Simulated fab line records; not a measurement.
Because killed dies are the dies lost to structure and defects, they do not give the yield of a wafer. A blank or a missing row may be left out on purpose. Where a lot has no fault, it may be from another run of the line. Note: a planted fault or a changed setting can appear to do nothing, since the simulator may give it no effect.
Chamber matching | flow n5Finfet | N5_BEOL_M5_DEP_56 on pecvd-03: 3 sister chambers
The step deposits SiCN from 3MS/NH3, target thk 8 nm, time 14 s. 24 wafers are shown with their chamber, then 12 later ones without.

WAFERS WITH THEIR CHAMBER
wafer  | chamber | throttleValvePct (%) | rfFwdPowerW (W) | showerheadPlenumPTorr (Torr)
L075.2 | 2       | 8.9                  | 196.6           | 3.663
L075.3 | 0       | 9.0                  | 199.9           | 3.664
L075.5 | 2       | 8.8                  | 197.7           | 3.665
L077.2 | 0       | 8.9                  | 199.2           | 3.652
L077.3 | 2       | 8.9                  | 197.7           | 3.672
L077.5 | 1       | 9.7                  | 199.2           | 3.665
L076.3 | 2       | 8.9                  | 196.8           | 3.677
L076.4 | 2       | 8.7                  | 198.0           | 3.676
L076.5 | 1       | 9.8                  | 199.2           | 3.673
L081.4 | 1       | 9.5                  | 198.6           | 3.662
L081.5 | 2       | 8.8                  | 198.1           | 3.667
L081.6 | 0       | 9.2                  | 199.1           | 3.666
L082.1 | 0       | 9.1                  | 199.9           | 3.659
L082.2 | 2       | 9.0                  | 197.9           | 3.672
L082.4 | 0       | 9.0                  | 199.2           | 3.665
L086.2 | 0       | 9.2                  | 199.6           | 3.652
L086.3 | 1       | 9.7                  | 199.0           | 3.669
L086.4 | 0       | 9.0                  | 198.9           | 3.662
L090.1 | 1       | 9.5                  | 198.1           | 3.669
L090.2 | 0       | 9.2                  | 199.5           | 3.656
L090.4 | 1       | 9.6                  | 198.1           | 3.659
L087.2 | 2       | 8.9                  | 197.9           | 3.670
L087.3 | 1       | 9.6                  | 198.5           | 3.670
L087.4 | 0       | 9.0                  | 199.8           | 3.664

SIGNATURES (averages over the wafers above)
reading               | chamber 0 | chamber 1 | chamber 2 | scatter within a chamber
throttleValvePct      | 9.067     | 9.629     | 8.863     | 0.105
rfFwdPowerW           | 199.456   | 198.671   | 197.588   | 0.473
showerheadPlenumPTorr | 3.66000   | 3.66671   | 3.67025   | 0.00518
Rule: for each reading, subtract the chamber's mean from the wafer's reading, divide by that reading's scatter and square the result; add these up over the readings and take the root, which gives the wafer's distance from the chamber. If the next closest chamber is less than 2 further off than the closest, the wafer can't be placed; otherwise it belongs to the closest. How the scatter is found: for the shown wafers, subtract from each reading the mean of its chamber, square and add these, divide the total by (wafers less chambers), then take the root.

WAFERS WITH NO CHAMBER GIVEN
wafer  | throttleValvePct (%) | rfFwdPowerW (W) | showerheadPlenumPTorr (Torr)
L088.1 | 8.6                  | 198.2           | 3.669
L088.3 | 9.6                  | 199.2           | 3.671
L088.5 | 9.5                  | 198.6           | 3.666
L089.2 | 8.8                  | 199.3           | 3.669
L089.4 | 8.8                  | 198.0           | 3.666
L089.5 | 8.7                  | 198.5           | 3.667
L097.2 | 8.9                  | 199.8           | 3.657
L097.4 | 9.7                  | 199.9           | 3.664
L097.6 | 8.8                  | 197.2           | 3.675
L093.1 | 9.0                  | 198.9           | 3.668
L093.2 | 9.9                  | 199.4           | 3.671
L093.4 | 9.2                  | 199.8           | 3.673

WHICH CHAMBER EACH ONE RAN IN
wafer  | from the rows above     | in truth
L088.1 | 2                       | 2
L088.3 | 1                       | 1
L088.5 | 1                       | 1
L089.2 | can't be placed: 0 or 2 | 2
L089.4 | 2                       | 2
L089.5 | can't be placed: 2 or 0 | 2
L097.2 | 0                       | 0
L097.4 | 1                       | 1
L097.6 | 2                       | 2
L093.1 | can't be placed: 0 or 2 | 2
L093.2 | 1                       | 1
L093.4 | can't be placed: 0 or 1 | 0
Correctly placed: 8 of 12. These rows do not allow placing 4 (true chamber among the candidates in 4). Number placed wrongly: 0.
